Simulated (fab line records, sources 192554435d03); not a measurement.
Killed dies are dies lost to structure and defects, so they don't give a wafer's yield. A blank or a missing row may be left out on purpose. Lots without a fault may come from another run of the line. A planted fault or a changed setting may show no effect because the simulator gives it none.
A struck lot beside a sound one | flow n5_finfet | 32 steps out of a route of 1938
Sound: wafers L566.1, L566.2, L566.5. Struck: wafer L569.1. (L569.4 of the same lot was not struck and is left out.) The cause comes at the end.
At each step with rows: each side's tool, then ch and its chambers, then its first start. Under that, the readings that differ: sound wafers | struck wafers | difference of the means | sigmas: that difference in standard deviations of wafers without a fault.
alike: readings whose means differ by less than 2 such deviations, and words and numbers that are the same on both sides. not compared: withheld readings, readings that some wafer has no value for, bounds like >300 that may hide the same value, and numbers for which the record gives no deviation and whose values overlap.
The two part at a step that has a row with sigmas, a row that says differs or no value, or rows on one side only. Numbers that don't overlap but have no deviation are shown without sigmas and don't part them. A reading that every wafer of one side lacks parts them only if that side has two wafers or more.

first, 6 steps without rows for these wafers: N5_MIM_TOP_LITHO_EBR_04; N5_MIM_TOP_LITHO_SOFTBAKE_03 (time 90 s); N5_MIM_TOP_LITHO_EXPOSE_05 (exposes mask MIM TOP, target cd 2000 nm); N5_MIM_TOP_LITHO_PEB_06; N5_MIM_TOP_LITHO_DEVELOP_07 (develop time 60 s); N5_MIM_TOP_LITHO_HARDBAKE_09 (time 120 s).
N5_MIM_TOP_LITHO_CD_MEAS_08: target cd 2000 nm.
  sound on cd_sem-03 ch 0, day 14 00:21; struck on cd_sem-02 ch 0, day 15 00:25
  alike: cd_nm
N5_MIM_TOP_LITHO_OVL_MEAS_11:
  sound on overlay-02 ch 0, day 14 00:23; struck on overlay-01 ch 0, day 15 00:26
  alike: MIM_TOP_OVL
N5_MIM_TOP_LITHO_INSPECT_12: inspects for defects (macro).
  sound on defect_inspect-02, day 14 00:24; struck on defect_inspect-02, day 15 00:28
  alike: raw_defect_count
then, 1 step without rows for these wafers: N5_MIM_TOP_LITHO_DESCUM_10 (chemistry O2, time 7.9 s).
N5_MIM_TOP_ETCH_ETCH_00: etches TiN in Cl2/BCl3, target depth 38.5 nm.
  sound on rie_metal-02 ch 0,1, day 14 00:37; struck on rie_metal-02 ch 1, day 15 03:01
  alike: drypump_motor_current_A, mfc_ar_sccm, oes_product_au, throttle_valve_pct
  not compared: rf_hours_counter_h
N5_MIM_TOP_ETCH_STRIP_01: strips in O2.
  sound on rie_diel-03 ch 1,2,3, day 14 00:46; struck on rie_diel-01 ch 0, day 15 03:09
  alike: drypump_motor_current_A, o2_flow_sccm, oes_product_au, rf_vpp_V, showerhead_plenum_p_Torr, throttle_valve_pct
  not compared: rf_hours_counter_h
N5_MIM_TOP_ETCH_PECVD_03: deposits SiNx from SiH4/NH3/N2, target thk 20 nm, time 17.6 s.
  sound on pecvd-02 ch 0,1,2, day 14 00:49; struck on pecvd-02 ch 2, day 15 03:13
  reading                                         | sound      | struck | difference | sigmas
  model.SiNx_of_MIM_TOP_ETCH_PECVD_03.thk_nm (nm) | 20 19.8 20 | 11.4   | -8.5       |
  alike: heater_power_w, showerhead_plenum_p_Torr, showerhead_vpp_V, throttle_valve_pct
then, 8 steps without rows for these wafers: N5_MIM_BOT_LITHO_HMDS_01 (time 60 s); N5_MIM_BOT_LITHO_COAT_02; N5_MIM_BOT_LITHO_EBR_04; N5_MIM_BOT_LITHO_SOFTBAKE_03 (time 90 s); N5_MIM_BOT_LITHO_EXPOSE_05 (exposes mask MIM BOT); N5_MIM_BOT_LITHO_PEB_06; N5_MIM_BOT_LITHO_DEVELOP_07 (develop time 60 s); N5_MIM_BOT_LITHO_HARDBAKE_09 (time 120 s).
N5_MIM_BOT_LITHO_CD_MEAS_08: target cd 3000 nm.
  sound on cd_sem-03 ch 0, day 14 01:11; struck on cd_sem-02 ch 0, day 15 03:41
  alike: cd_nm
N5_MIM_BOT_LITHO_OVL_MEAS_11:
  sound on overlay-01 ch 0, day 14 01:13; struck on overlay-02 ch 0, day 15 03:44
  reading          | sound  | struck | difference | sigmas
  MIM_BOT_OVL (nm) | -3 9 1 | -9     | -11        | -2
N5_MIM_BOT_LITHO_INSPECT_12: inspects for defects (macro).
  sound on defect_inspect-02, day 14 01:14; struck on defect_inspect-02, day 15 03:45
  alike: raw_defect_count
N5_MIM_BOT_LITHO_DESCUM_10: chemistry O2, time 7.9 s.
  sound on rie_diel-06 ch 0,1,3, day 14 01:25; struck on rie_diel-06 ch 1, day 15 04:16
  alike: drypump_motor_current_A, o2_flow_sccm, oes_product_au, rf_vpp_V, showerhead_plenum_p_Torr, throttle_valve_pct
  not compared: rf_hours_counter_h
then, 1 step without rows for these wafers: N5_MIM_BOT_ETCH_ETCH_04 (etches SiNx in CF4/O2, target depth 26 nm, time 13 s).
N5_MIM_BOT_ETCH_ETCH_03: etches the open film in Cl2/BCl3, target depth 12 nm.
  sound on rie_metal-01 ch 0,1, day 14 01:35; struck on rie_metal-03 ch 0, day 15 04:26
  reading                     | sound       | struck | difference | sigmas
  drypump_motor_current_A (A) | 5.3 5.2 5.2 | 6.0    | +0.8       | +2
  alike: oes_product_au, throttle_valve_pct
  not compared: rf_hours_counter_h
then, 1 step without rows for these wafers: N5_MIM_BOT_ETCH_ETCH_00 (etches TiN in Cl2/BCl3, target depth 45.5 nm).
N5_MIM_BOT_ETCH_STRIP_01: strips in O2.
  sound on rie_diel-06 ch 0,1,3, day 14 01:49; struck on rie_diel-05 ch 2, day 15 04:44
  reading      | sound       | struck | difference | sigmas
  rf_vpp_V (V) | 4.1 1.8 3.5 | 6.2    | +3.1       | +2
  alike: drypump_motor_current_A, o2_flow_sccm, oes_product_au, showerhead_plenum_p_Torr, throttle_valve_pct
  not compared: rf_hours_counter_h
N5_MIM_BOT_ETCH_STRIP_02: strips in post etch residue remover, time 1200 s.
  sound on wet_bench-02 ch 4,5,7, day 14 01:53; struck on wet_bench-02 ch 3, day 15 04:49
  reading                                         | sound          | struck | difference | sigmas
  model.SiNx_of_MIM_TOP_ETCH_PECVD_03.thk_nm (nm) | 19.6 19.6 19.8 | 11     | -9         |
then, 1 step without rows for these wafers: N5_MIM_BOT_ETCH_CLEAN_05 (cleans in IPA, time 180 s).
N5_PASSIVATION_PROBE_49:
  the record has rows for the struck wafers here (prober-02, day 15 14:56) and none for the sound ones

WHERE THEY PART
First at N5_MIM_BOT_LITHO_OVL_MEAS_11; last, within this record, at N5_PASSIVATION_PROBE_49.

WHY: what the simulator had put in
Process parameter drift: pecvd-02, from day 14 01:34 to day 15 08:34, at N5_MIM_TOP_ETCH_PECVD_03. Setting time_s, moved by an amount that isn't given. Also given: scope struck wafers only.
